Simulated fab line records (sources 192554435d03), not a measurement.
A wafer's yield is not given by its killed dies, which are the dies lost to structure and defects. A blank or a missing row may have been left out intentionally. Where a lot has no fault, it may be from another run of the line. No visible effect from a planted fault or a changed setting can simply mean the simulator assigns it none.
fab line records	flow n5_finfet
record: lots: 7	wafers: 19	last_day: 17
route steps=1938 shown BEOL_M11@1556 BEOL_M15@1830 PASSIVATION@1936
lots with no fault: from the same line, run without faults
start_h: the number of hours between the record's first day and the start of the first shown wafer of the lot	wait_h: time in hours since the lot's previous step	" the same as in the row above	L1.1+2: a single row standing in for several wafers	- value missing, or start not given	* or withheld: withheld	< > ~ a bound
route shown NAME@n: NAME is a module with steps in the file, n the number in the route of the first one	usual: the fault-free wafers' mean and standard deviation	same: alike in all rows	chamber/n: place in a boat	sites: each site's reading	_std_site: how widely they spread, as a standard deviation	_edge_site: outer sites' mean less inner sites'	radius_mm: how far each site lies from the wafer's centre	mask NAME#n: copy n	behind: the last tool/chamber to shape the wafer	hold: why the lot went on hold/how many hours it stayed there/how the hold came to an end	device: names the non-switching transistor (n, p or np)	end of line: tests run on the same wafers once the route is complete	step lacking rows: just its recipe	killed: at the first sort, the dies lost to defects and structure; wafer yield is something else	map: per-die view of a wafer (x killed, . not killed, _ where there is no die)
set.NAME: the setting as run; set.NAME@STEP: as run at that earlier step	model.NAME: the simulator's own value behind a step, which no gauge read
route steps across a sampled set of lots; one table per step, one row per wafer
services: from which hour (start_h, from the record's first day; less than 0 if before it) a tool's chamber was out of use, for how many hours, and why
== steps ==
step: N5_BEOL_M11_STRIP_67
recipe: chemistry: CF4	resist: SiARC	power_w: 300	bias_power_w: 75	pressure_mtorr: 50	cf4_flow_sccm: 150	rf_frequency_hz: 6e+07
usual: drypump_motor_current_A: 5.9/0.36	oes_product_au: 0.82/0.081	rf_vpp_V: 270.8/1.8	showerhead_plenum_p_Torr: 1.79/0.069	throttle_valve_pct: 13.5/0.3
lot.wafer	tool	chamber	start_h	wait_h	drypump_motor_current_A	oes_product_au	rf_hours_counter_h	rf_vpp_V	showerhead_plenum_p_Torr	throttle_valve_pct
L668.1	rie_diel-03	2	221.84	0.0	6.5	0.96	6	270.8	1.77	13.1
L668.2	"	0	"	"	5.8	0.85	49	273.6	1.85	13.7
L668.3	"	0	"	"	5.8	0.85	-	271.7	1.85	13.7
L673.1	rie_diel-04	1	242.96	0.0	6.2	0.73	190	270.8	1.85	13.5
L673.2	"	2	"	"	6.0	0.92	11	272.5	1.82	13.3
L673.3	"	3	"	"	5.6	0.77	138	268.8	1.66	13.3
L683.2	rie_diel-06	0	315.98	0.0	5.4	0.91	13	273.3	1.91	13.3
L683.4	"	1	"	"	6.2	0.84	69	268.8	1.74	13.6
L683.5	"	2	"	"	5.9	0.87	-	271.6	1.83	13.3
L682.3	rie_diel-03	3	318.83	0.0	5.5	0.89	21	273.5	1.89	13.0
L682.4	"	2	"	"	6.5	0.88	36	269.6	1.76	13.2
L682.5	"	3	"	"	5.5	0.90	-	273.9	1.89	13.0
L684.2	rie_diel-06	2	333.51	0.0	5.9	0.86	34	270.9	1.83	13.3
L684.3	"	1	"	"	6.2	0.82	74	269.9	1.74	13.6
L688.2	rie_diel-03	1	349.64	0.0	5.6	0.70	243	269.6	1.71	14.0
L688.5	"	1	"	"	5.6	0.70	-	267.7	1.71	14.0
L689.1	rie_diel-04	2	359.94	0.0	6.0	0.86	44	271.8	1.81	13.4
L689.4	"	0	"	"	5.4	0.72	212	268.4	1.71	13.6
L689.6	"	2	"	"	6.1	0.87	-	272.1	1.81	13.4
step: N5_BEOL_M11_HM_OPEN_17
recipe: chemistry: Cl2/BCl3	target_depth_a: 200	overetch_a: 60	target: TiN	mask_material: SOC	ion_energy_ev: 150	pressure_mtorr: 10	icp_w: 1000	bias_w: 126	Cl2_flow_sccm: 53.25	bcl3_flow_sccm: 21.75	Ar_flow_sccm: 25
usual: bcl3_flow_sccm: 21.75/0.068	drypump_motor_current_A: 5.7/0.37	oes_product_au: 0.67/0.058	rf_fwd_power_W: 994/4	throttle_valve_pct: 21.99/0.25
lot.wafer	tool	chamber	start_h	wait_h	bcl3_flow_sccm	drypump_motor_current_A	oes_product_au	rf_fwd_power_W	rf_hours_counter_h	throttle_valve_pct
L668.1	rie_metal-02	0	221.89	0.0	21.84	5.6	0.65	997	51	21.89
L668.2	"	1	"	"	21.63	6.3	0.65	995	43	21.58
L668.3	"	0	"	"	21.74	5.6	0.65	998	-	21.88
L673.1	rie_metal-03	1	243.00	0.0	21.79	5.9	0.65	994	45	22.22
L673.2	"	0	"	"	21.89	5.6	0.64	990	47	21.87
L673.3	"	1	"	"	21.77	5.9	0.64	993	-	22.24
L683.2	rie_metal-01	0	316.02	0.0	21.77	5.2	0.73	994	22	22.30
L683.4	"	0	"	"	21.84	5.2	0.73	996	-	22.29
L683.5	"	1	"	"	21.74	5.5	0.77	989	-	22.22
L682.3	rie_metal-03	1	318.90	0.1	21.72	5.9	0.64	990	-	22.21
L682.4	"	0	"	"	21.76	5.6	0.64	992	-	21.88
L682.5	"	0	"	"	21.78	5.6	0.63	991	-	21.90
L684.2	rie_metal-01	0	333.55	0.0	21.72	5.2	0.72	994	24	22.29
L684.3	"	0	"	"	21.79	5.2	0.72	999	-	22.31
L688.2	rie_metal-02	0	349.68	0.0	21.66	5.7	0.62	995	62	21.90
L688.5	"	1	"	"	21.59	6.4	0.62	996	-	21.62
L689.1	rie_metal-03	0	359.98	0.0	21.78	5.6	0.63	987	58	21.87
L689.4	"	0	"	"	21.85	5.6	0.64	992	-	21.87
L689.6	"	0	"	"	21.73	5.6	0.63	988	-	21.88
step: N5_BEOL_M11_ETCH_66
recipe: chemistry: N2/H2	target: SOC	target_depth_a: 1200	overetch_a: 240	mask_material: SiARC	temp_c: 40	time_s: 180	ion_energy_ev: 200	pressure_mtorr: 30	source_w: 840	bias_w: 150	n2_flow_sccm: 200	h2_flow_sccm: 200
usual: drypump_motor_current_A: 5.9/0.31	oes_product_au: 0.66/0.064	rf_fwd_power_W: 837.1/2.6	rf_vpp_V: 523/3.1	run_length_s: 203.5/0.4	showerhead_plenum_p_Torr: 2.52/0.11	throttle_valve_pct: 17.68/0.26
lot.wafer	tool	chamber	start_h	wait_h	drypump_motor_current_A	oes_product_au	rf_fwd_power_W	rf_hours_counter_h	rf_vpp_V	run_length_s	showerhead_plenum_p_Torr	throttle_valve_pct
L668.1	rie_diel-03	0	225.58	0.0	5.8	0.68	836.0	50	525	202.5	2.58	18.02
L668.2	"	1	"	"	5.6	0.58	838.7	202	520	203.4	2.41	18.07
L668.3	"	2	"	"	6.5	0.76	839.9	7	522	203.6	2.48	17.11
L673.1	rie_diel-06	1	244.83	0.0	6.2	0.70	838.5	47	522	203.7	2.48	17.91
L673.2	"	3	"	"	6.0	0.61	836.1	147	523	203.8	2.42	17.75
L673.3	"	2	"	"	5.9	0.75	834.8	6	524	203.5	2.61	17.53
L683.2	rie_diel-03	1	317.35	0.0	5.6	0.57	833.2	232	520	203.3	2.40	18.16
L683.4	"	0	"	"	5.8	0.66	838.8	77	525	202.8	2.57	18.06
L683.5	"	3	"	"	5.5	0.72	839.2	-	528	203.8	2.70	17.30
L682.3	rie_diel-03	0	320.42	0.0	5.8	0.66	840.4	79	525	203.2	2.57	18.09
L682.4	"	1	"	"	5.6	0.57	833.7	233	520	204.0	2.40	18.15
L682.5	"	0	"	"	5.9	0.66	833.9	-	526	202.6	2.56	18.08
L684.2	rie_diel-04	1	335.13	0.0	6.2	0.58	835.6	216	527	203.0	2.59	17.59
L684.3	"	2	"	"	6.1	0.70	836.9	38	527	203.6	2.59	17.68
L688.2	rie_diel-06	3	350.69	0.0	6.0	0.59	837.3	178	521	203.9	2.41	17.81
L688.5	"	2	"	"	5.8	0.69	835.2	-	525	203.9	2.60	17.59
L689.1	rie_diel-04	3	360.83	0.0	5.6	0.60	837.8	172	518	203.6	2.32	17.56
L689.4	"	1	"	"	6.1	0.57	841.1	224	525	202.9	2.59	17.61
L689.6	"	1	"	"	6.2	0.57	834.4	-	526	202.6	2.59	17.59
step: N5_BEOL_M11_TRENCH_ETCH_37
recipe: chemistry: C4F6/O2	target_depth_a: 1488.3	target: SiCOH_lowk	time_s: 48	ion_energy_ev: 250	pressure_mtorr: 30	source_w: 345	bias_w: 185	Ar_flow_sccm: 300	C4F6_flow_sccm: 10	O2_flow_sccm: 10
usual: C4F6_flow_sccm: 10.00/0.034	drypump_motor_current_A: 5.9/0.31	oes_product_au: 0.82/0.087	rf_fwd_power_W: 341.7/1.4	rf_vpp_V: 661/19	run_length_s: 71.6/0.45	showerhead_plenum_p_Torr: 2.85/0.12	throttle_valve_pct: 20.91/0.25
lot.wafer	tool	chamber	start_h	wait_h	C4F6_flow_sccm	drypump_motor_current_A	oes_product_au	rf_fwd_power_W	rf_hours_counter_h	rf_vpp_V	run_length_s	showerhead_plenum_p_Torr	throttle_valve_pct
L668.1	rie_diel-03	0	225.80	-	10.03	5.9	0.86	341.7	51	648	70.9	2.87	20.99
L668.2	"	1	"	"	9.97	5.6	0.73	339.1	203	652	71.3	2.71	21.22
L668.3	"	2	"	"	10.05	6.5	0.96	340.5	7	648	71.8	2.81	20.49
L673.1	rie_diel-06	1	245.06	-	10.03	6.2	0.86	341.9	47	657	71.9	2.80	21.14
L673.2	"	3	"	"	10.02	6.0	0.75	342.5	147	634	71.8	2.77	21.19
L673.3	"	2	"	"	9.99	5.9	0.93	341.2	6	687	71.8	2.90	20.60
L683.2	rie_diel-03	1	317.58	-	9.97	5.6	0.71	339.9	232	650	83.5	2.70	21.27
L683.4	"	0	"	"	10.04	5.8	0.82	341.8	78	646	70.7	2.86	21.03
L683.5	"	3	"	"	10.01	5.5	0.90	342.3	-	658	71.1	3.05	20.58
L682.3	rie_diel-03	0	320.65	-	10.04	5.9	0.82	343.2	79	647	83.3	2.86	21.01
L682.4	"	1	"	"	9.99	5.6	0.71	341.2	233	651	71.3	2.70	21.27
L682.5	"	0	"	"	10.09	5.8	0.81	342.1	-	648	70.7	2.86	21.03
L684.2	rie_diel-04	1	335.36	-	10.05	6.2	0.68	342.0	216	666	70.8	2.94	20.86
L684.3	"	2	"	"	10.04	6.1	0.88	339.1	38	705	71.9	2.94	21.11
L688.2	rie_diel-06	3	350.92	-	10.01	6.0	0.72	344.2	178	634	72.3	2.76	21.22
L688.5	"	2	"	"	10.01	5.9	0.86	340.3	-	686	71.7	2.89	20.65
L689.1	rie_diel-04	3	361.06	-	9.98	5.6	0.74	340.3	172	653	71.4	2.63	20.78
L689.4	"	1	"	"	10.04	6.2	0.68	342.5	224	665	70.9	2.93	20.88
L689.6	"	1	"	"	10.04	6.2	0.68	341.0	-	666	71.2	2.93	20.88
step: N5_BEOL_M11_OCD_MEAS_38
usual: trench_depth_nm: 149/3.4
lot.wafer	tool	chamber	start_h	wait_h	trench_depth_nm
L668.1	ocd-02	-	225.99	-	152
L668.2	"	-	"	"	150
L668.3	"	-	"	"	149
L673.1	ocd-01	-	245.24	-	150
L673.2	"	-	"	"	147
L673.3	"	-	"	"	148
L683.2	ocd-02	-	317.76	-	191
L683.4	"	-	"	"	151
L683.5	"	-	"	"	150
L682.3	ocd-02	-	320.83	-	189
L682.4	"	-	"	"	151
L682.5	"	-	"	"	151
L684.2	ocd-02	-	335.54	-	139
L684.3	"	-	"	"	149
L688.2	ocd-02	-	351.10	-	148
L688.5	"	-	"	"	149
L689.1	ocd-02	-	361.24	-	149
L689.4	"	-	"	"	139
L689.6	"	-	"	"	138
step: N5_BEOL_M11_THK_MEAS_53
recipe: thk_meas_gauge: xrf	reads: Cu_of_BEOL_M11_ECD_50
usual: M11_THK: 142/3.5
lot.wafer	tool	chamber	start_h	wait_h	M11_THK[nm]
L668.1	film_metro-02	-	228.21	-	146
L668.2	"	-	"	"	142
L668.3	"	-	"	"	143
L673.1	film_metro-02	-	247.39	-	143
L673.2	"	-	"	"	143
L673.3	"	-	"	"	143
L683.2	film_metro-02	-	320.56	-	184
L683.4	"	-	"	"	145
L683.5	"	-	"	"	144
L682.3	film_metro-01	-	324.00	-	182
L682.4	"	-	"	"	142
L682.5	"	-	"	"	142
L684.2	film_metro-01	-	337.80	-	131
L684.3	"	-	"	"	143
L688.2	film_metro-02	-	353.14	-	141
L688.5	"	-	"	"	141
L689.1	film_metro-02	-	365.46	-	144
L689.4	"	-	"	"	133
L689.6	"	-	"	"	134
step: N5_BEOL_M11_RS_MEAS_57
recipe: thk_meas_gauge: four-point-probe	reads: Cu_of_BEOL_M11_ECD_50+Co_of_BEOL_M11_CVD_75+TaN_of_BEOL_M11_ALD_74
usual: M11_RS: 0.151/0.0041
lot.wafer	tool	chamber	start_h	wait_h	M11_RS[ohm/sq]
L668.1	film_metro-02	-	228.34	0.0	0.146
L668.2	"	-	"	"	0.151
L668.3	"	-	"	"	0.149
L673.1	film_metro-02	-	247.52	0.0	0.150
L673.2	"	-	"	"	0.152
L673.3	"	-	"	"	0.151
L683.2	film_metro-02	-	320.69	0.0	0.114
L683.4	"	-	"	"	0.148
L683.5	"	-	"	"	0.149
L682.3	film_metro-02	-	324.12	0.0	0.114
L682.4	"	-	"	"	0.148
L682.5	"	-	"	"	0.148
L684.2	film_metro-02	-	337.93	0.0	0.161
L684.3	"	-	"	"	0.146
L688.2	film_metro-02	-	353.26	0.0	0.152
L688.5	"	-	"	"	0.151
L689.1	film_metro-02	-	365.58	0.0	0.148
L689.4	"	-	"	"	0.161
L689.6	"	-	"	"	0.160
step: N5_BEOL_M15_RC_MEAS_101
usual: COMB_M10: 1.6e-11/3.2e-12	COMB_M12: 6.7e-12/1.3e-12	COMB_M13: 5.2e-12/1.2e-12	COMB_M14: 3.7e-12/6.8e-13	COMB_M15: 2.7e-12/5.8e-13	COMB_M5: 3.5e-11/6.7e-12	COMB_M6: 2.4e-11/4.9e-12	COMB_M7: 2.6e-11/6.1e-12	COMB_M8: 2.6e-11/5.6e-12	COMB_M9: 1.5e-11/3.1e-12	SERP_M10: 3.12/0.11	SERP_M11: 3.05/0.11	SERP_M11_max_site: 3.14/0.12	SERP_M12: 0.634/0.02	SERP_M13: 0.310/0.0076	SERP_M14: 0.164/0.0083	SERP_M5: 38.8/2.2	SERP_M6: 14.0/0.74	SERP_M7: 13.7/0.61	SERP_M8: 13.6/0.69	SERP_M9: 3.04/0.096
lot.wafer	tool	chamber	start_h	wait_h	COMB_M10[S/m]	COMB_M12[S/m]	COMB_M13[S/m]	COMB_M14[S/m]	COMB_M15[S/m]	COMB_M5[S/m]	COMB_M6[S/m]	COMB_M7[S/m]	COMB_M8[S/m]	COMB_M9[S/m]	SERP_M10[ohm/um]	SERP_M11[ohm/um]	SERP_M11_max_site[ohm/um]	SERP_M12[ohm/um]	SERP_M13[ohm/um]	SERP_M14[ohm/um]	SERP_M5[ohm/um]	SERP_M6[ohm/um]	SERP_M7[ohm/um]	SERP_M8[ohm/um]	SERP_M9[ohm/um]
L668.1	prober-01	0	251.34	0.7	1.6e-11	4.9e-12	5.3e-12	2.8e-12	1.8e-12	2.5e-11	2.4e-11	2.3e-11	2.4e-11	1.2e-11	3.30	2.83	3.03	0.620	0.303	0.165	38.7	15.5	14.6	13.2	3.06
L668.2	"	0	"	"	2e-11	6e-12	5.9e-12	2.6e-12	2e-12	2.5e-11	2.3e-11	3.6e-11	2e-11	1.6e-11	3.30	3.01	3.18	0.649	0.307	0.165	40.0	13.2	14.2	14.2	3.03
L668.3	"	0	"	"	1.5e-11	3.7e-12	7.9e-12	2.3e-12	2.2e-12	4.1e-11	2.1e-11	2.5e-11	2.4e-11	1.3e-11	3.11	3.11	3.22	0.642	0.305	0.167	42.6	15.0	13.3	13.1	3.10
L673.1	prober-01	0	275.80	0.0	1.7e-11	7.5e-12	4.1e-12	3.8e-12	2.1e-12	3.6e-11	3.6e-11	2e-11	3.9e-11	1.1e-11	3.21	3.13	3.20	0.647	0.302	0.181	38.8	14.3	13.9	12.4	3.14
L673.2	"	0	"	"	1.4e-11	8.3e-12	5.7e-12	3.5e-12	3.4e-12	4.3e-11	2.9e-11	2.5e-11	3e-11	1.1e-11	3.12	3.13	3.18	0.623	0.317	0.152	38.4	13.5	12.9	14.3	3.02
L673.3	"	0	"	"	1.5e-11	6.3e-12	5.6e-12	3.9e-12	3.2e-12	4.7e-11	1.9e-11	2.6e-11	3.7e-11	1.2e-11	3.20	3.02	3.14	0.609	0.303	0.159	38.9	14.0	14.1	13.4	2.98
L683.2	prober-02	0	343.85	0.2	1.5e-11	5.2e-12	7.9e-12	3.1e-12	3.1e-12	3.6e-11	1.3e-11	2.9e-11	4.2e-11	1.6e-11	3.13	2.23	2.31	0.644	0.323	0.158	35.4	14.2	12.4	13.6	3.08
L683.4	"	0	"	"	1.5e-11	6.3e-12	6.1e-12	3.7e-12	4.4e-12	2.5e-11	1.8e-11	2.4e-11	3.2e-11	1.6e-11	3.19	2.99	3.06	0.654	0.310	0.176	41.2	13.5	13.5	13.6	2.88
L683.5	"	0	"	"	1.9e-11	5.8e-12	6.5e-12	3.7e-12	3.4e-12	4.2e-11	1.7e-11	2.2e-11	2.8e-11	1.7e-11	3.09	3.01	3.04	0.667	0.314	0.159	35.2	15.1	14.2	13.5	3.05
L682.3	prober-01	0	350.62	1.0	1.5e-11	7.8e-12	6e-12	3.4e-12	3.4e-12	4.6e-11	2.5e-11	2.2e-11	2.3e-11	1.8e-11	3.04	2.34	2.47	0.616	0.308	0.165	37.8	13.4	13.1	13.5	3.26
L682.4	"	0	"	"	1.2e-11	5.7e-12	6.7e-12	2.1e-12	2.9e-12	3.7e-11	2.7e-11	2.6e-11	3.8e-11	2.2e-11	3.09	3.00	3.04	0.642	0.317	0.179	43.1	13.3	13.7	14.0	2.96
L682.5	"	0	"	"	1e-11	5.4e-12	6.2e-12	2.9e-12	3.5e-12	4.1e-11	2.9e-11	2.2e-11	3e-11	1.4e-11	3.05	2.96	3.12	0.660	0.329	0.167	39.8	14.9	13.8	13.9	3.15
L684.2	prober-01	0	361.77	0.2	1.5e-11	5.7e-12	3.1e-12	3.8e-12	2e-12	4.2e-11	2.5e-11	2.4e-11	2e-11	1e-11	3.10	3.29	3.40	0.671	0.306	0.173	37.2	13.7	12.7	12.7	3.08
L684.3	"	0	"	"	1.8e-11	5.9e-12	3.8e-12	4.4e-12	1.7e-12	4.4e-11	2.5e-11	1.5e-11	2.5e-11	1.5e-11	3.17	2.98	3.11	0.652	0.309	0.168	36.9	14.8	14.1	13.3	2.86
L688.2	prober-02	0	379.42	0.2	1.8e-11	9.1e-12	6.3e-12	4.3e-12	2.3e-12	2.4e-11	2.6e-11	3.6e-11	1.9e-11	1.2e-11	3.29	3.20	3.28	0.665	0.309	0.171	36.7	14.3	13.7	13.5	3.19
L688.5	"	0	"	"	1.2e-11	7.7e-12	5.2e-12	3.7e-12	2.9e-12	3.3e-11	2.2e-11	3.2e-11	2.8e-11	1.9e-11	3.17	3.16	3.22	0.634	0.305	0.173	36.9	15.3	14.0	13.1	3.06
L689.1	prober-02	0	384.47	0.0	1.9e-11	5.2e-12	3.9e-12	4e-12	2.7e-12	2.8e-11	2.8e-11	2.3e-11	2.1e-11	1.4e-11	3.10	2.94	3.00	0.638	0.314	0.152	33.6	14.9	13.0	14.7	2.95
L689.4	"	0	"	"	2.2e-11	6.7e-12	4.6e-12	3.4e-12	2.5e-12	3.1e-11	1.6e-11	3e-11	2.5e-11	1.6e-11	3.01	3.37	3.43	0.613	0.302	0.161	38.2	15.0	13.8	13.6	3.08
L689.6	"	0	"	"	1.9e-11	6.2e-12	4.8e-12	3.4e-12	3e-12	2.9e-11	2e-11	3.2e-11	2.1e-11	1.6e-11	3.09	3.20	3.29	0.641	0.315	0.167	36.7	13.9	13.3	13.3	3.08
sites SERP_M11 radius_mm=0,75,75,75,75,140,140,140,140
L668.1 2.80 2.80 2.80 2.83 2.80 3.03 2.93 2.97 2.98
L673.1 3.14 3.13 3.13 3.13 3.09 3.08 3.06 3.20 3.06
L683.2 2.23 2.28 2.19 2.24 2.22 2.31 2.21 2.22 2.26
L682.3 2.29 2.34 2.28 2.34 2.31 2.47 2.42 2.44 2.42
L684.2 3.34 3.29 3.40 3.39 3.34 3.27 3.25 3.28 3.18
L688.2 3.14 3.20 3.20 3.20 3.22 3.15 3.28 3.18 3.19
L689.1 2.93 2.94 2.96 3.00 2.97 2.89 2.89 2.99 2.91
step: N5_PASSIVATION_PROBE_49
usual: defect_limited_yield: 90.9/1.6	killed_at_M0_to_M3: 34/10	killed_at_M4_up: 13/5.4	killed_at_contacts: 13/6	killed_at_front_end: 42/13	killed_at_other: 4/3.2	killed_dies: 107/18	killed_open: 69/14	killed_short: 35/7.7	sort_bin_5_function: 5.3/1	sort_bin_6_memory: 3.3/0.75	sort_n_pass: 1073/19	sort_yield_pct: 90.9/1.6
same: gross_dies: 1180	killed_at_back_side: 0	sort_bin_4_leakage[%]: 0	sort_bin_8_speed[%]: 0
lot.wafer	tool	chamber	start_h	wait_h	defect_limited_yield[%]	killed_at_M0_to_M3	killed_at_M4_up	killed_at_contacts	killed_at_front_end	killed_at_other	killed_dies	killed_open	killed_short	sort_bin_5_function[%]	sort_bin_6_memory[%]	sort_n_pass	sort_yield_pct[%]
L683.2	prober-02	-	357.12	0.1	91.9	28	13	14	38	2	95	56	24	4.7	3.1	1085	91.9
killed by level:class
L683.2 FIN_CUT:area_etch=12 MOL_CONTACT_COAG:geometric_particle:open=11 BEOL_M3:geometric_particle:open=9 FIN_SAQP:geometric_particle:short=7 DUMMY_GATE:geometric_particle:open=5 BEOL_M1:geometric_particle:open=5 BEOL_M2:geometric_particle:open=4 BEOL_M5:geometric_particle:open=4
== services ==
tool	chamber	start_h	hours	kind
rie_diel-06	-	201.59	2.8	pm
rie_diel-04	0	209.83	5.8	repair
rie_diel-06	2	213.54	-	clean
rie_diel-06	2	213.54	-	consumable_replace:focus_ring
rie_diel-06	2	213.54	13.1	scheduled_down
rie_diel-06	2	213.54	13.1	vent_cycle
rie_diel-03	3	233.72	-	clean
rie_diel-03	3	233.72	-	consumable_replace:focus_ring
rie_diel-03	3	233.72	-	consumable_replace:showerhead
rie_diel-03	3	233.72	11.9	scheduled_down
rie_diel-03	3	233.72	11.9	vent_cycle
rie_diel-06	0	242.41	-	clean
rie_diel-06	0	242.41	-	consumable_replace:focus_ring
rie_diel-06	0	242.41	-	consumable_replace:showerhead
rie_diel-06	0	242.41	21.1	scheduled_down
rie_diel-06	0	242.41	21.1	vent_cycle
rie_diel-04	0	250.43	17.9	repair
rie_diel-03	-	267.61	2.8	pm
rie_metal-01	-	272.73	0.1	repair
rie_diel-03	3	285.89	4.9	repair
rie_metal-02	-	307.13	0.8	repair
rie_diel-06	-	318.79	1.1	repair
rie_diel-04	0	341.79	8.0	repair
rie_metal-03	1	354.96	15.2	repair
== key ==
first_sign: step: N5_BEOL_M11_TRENCH_ETCH_37	reading: run_length_s	direction: up	sigmas: 26	usual: *	struck: *
effect: step: N5_BEOL_M11_OCD_MEAS_38	reading: trench_depth_nm	direction: up	sigmas: 12	usual: 149	struck: 190
effect: step: N5_BEOL_M11_THK_MEAS_53	reading: M11_THK	direction: up	sigmas: 12	usual: 142	struck: 183
effect: step: N5_BEOL_M11_RS_MEAS_57	reading: M11_RS	direction: down	sigmas: 8.9	usual: 0.151	struck: 0.114
effect: step: N5_BEOL_M15_RC_MEAS_101	reading: SERP_M11	direction: down	sigmas: 6.8	usual: 3.05	struck: 2.28
met_at N5_BEOL_M11_TRENCH_ETCH_37
struck_lots L682,L683
struck_wafers L682.3,L683.2
baseline_loss: step: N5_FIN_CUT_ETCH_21	wafers: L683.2
not_acting_at N5_BEOL_M11_STRIP_67,N5_BEOL_M11_HM_OPEN_17,N5_BEOL_M11_ETCH_66
onset_between 225.80 317.58
fault: kind: process_parameter_drift	tool: rie_diel-03	chamber: -	onset_h: 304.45	steps: N5_BEOL_M11_TRENCH_ETCH_37	channel: time_s	offset: *	shape: step	end_h: 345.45	scope: struck_wafers_only	acts_in: *	stated: *
baseline_loss: these wafers lose ten dies or more at that step, a loss of the line's own and not of a fault; the sort's usual values leave them out
